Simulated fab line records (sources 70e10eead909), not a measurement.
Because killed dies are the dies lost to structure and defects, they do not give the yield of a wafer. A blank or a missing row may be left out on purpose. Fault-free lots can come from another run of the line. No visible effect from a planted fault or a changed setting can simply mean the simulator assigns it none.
What tool caused it? ; flow nand_harc ; 6 lots, 18 wafers sampled, at 5 steps of a route of 1302

## WHAT THE GAUGES READ, wafer by wafer
NHARC_END_SORT_01.
lot;measured;on;killed_at_array
L190;day 33 04:06;prober-02;48 198 38

## WHAT TOOL EACH LOT RAN ON (gives the tool, then ch and the chambers of the sampled wafers, and finally the start)
lot;NHARC_A_CHANNEL_HOLE_D1_ETCH_34;NHARC_THIN_TSV_DEP_47;NHARC_THIN_TSV_STRIP_62;NHARC_THIN_TSV_PRE_CLEAN_54
L171;rie_diel-08 ch 0,1,3, day 9 13:54;pecvd-04 ch 0,1, day 24 15:10;plasma_asher-01 ch 0,1, day 24 15:56;pvd_sputter-03, day 24 18:09
L174;rie_diel-08 ch 0,1,2, day 10 18:31;pecvd-01 ch 0,1, day 25 21:00;plasma_asher-01 ch 1, day 25 21:50;pvd_sputter-02, day 26 00:14
L177;rie_diel-08 ch 0,3, day 11 21:26;pecvd-02 ch 0,1,2, day 26 16:13;plasma_asher-01 ch 0,1, day 26 16:58;pvd_sputter-01, day 26 19:10
L179;rie_diel-08 ch 2,3, day 12 21:16;pecvd-01 ch 1,2, day 27 17:57;plasma_asher-01 ch 0,1, day 27 18:37;pvd_sputter-01, day 27 20:51
L182;rie_diel-08 ch 1,3, day 13 22:19;pecvd-04 ch 1,2, day 28 16:29;plasma_asher-02 ch 0,1, day 28 17:14;pvd_sputter-02, day 28 19:29
L190;rie_diel-08 ch 2,3, day 17 07:31;pecvd-01 ch 0,1,2, day 32 14:26;plasma_asher-01 ch 0, day 32 15:06;pvd_sputter-03, day 32 17:21
- NHARC_A_CHANNEL_HOLE_D1_ETCH_34: etches the open film in CF4/CHF3, target depth 154 nm, time 77 s.
- NHARC_THIN_TSV_DEP_47: deposits SiO2, target thk 200 nm.
- NHARC_THIN_TSV_STRIP_62: strips in N2/H2, time 20 s.
- NHARC_THIN_TSV_PRE_CLEAN_54: time 30 s.

## THE ANSWER, worked out from the rows above alone
Rule: usual is defined by the lots themselves. Put in order of their means at a reading, lots are off if they are a third of the lots or fewer, leave a main group of 4 or more, and stand apart from it by a gap of 3 or more times the standard deviation of the main group's means; of several such gaps the widest counts. A main group whose means are all the same, to the digits that the tables above print for the reading, isn't used. Also off: a lot with no number at a reading for which 4 or more lots have one. All remaining lots with rows at the step are treated as sound.
No lot is off on any of the readings shown, so nothing can be concluded from this.

## WHAT HAD BEEN PUT IN BY THE SIMULATOR
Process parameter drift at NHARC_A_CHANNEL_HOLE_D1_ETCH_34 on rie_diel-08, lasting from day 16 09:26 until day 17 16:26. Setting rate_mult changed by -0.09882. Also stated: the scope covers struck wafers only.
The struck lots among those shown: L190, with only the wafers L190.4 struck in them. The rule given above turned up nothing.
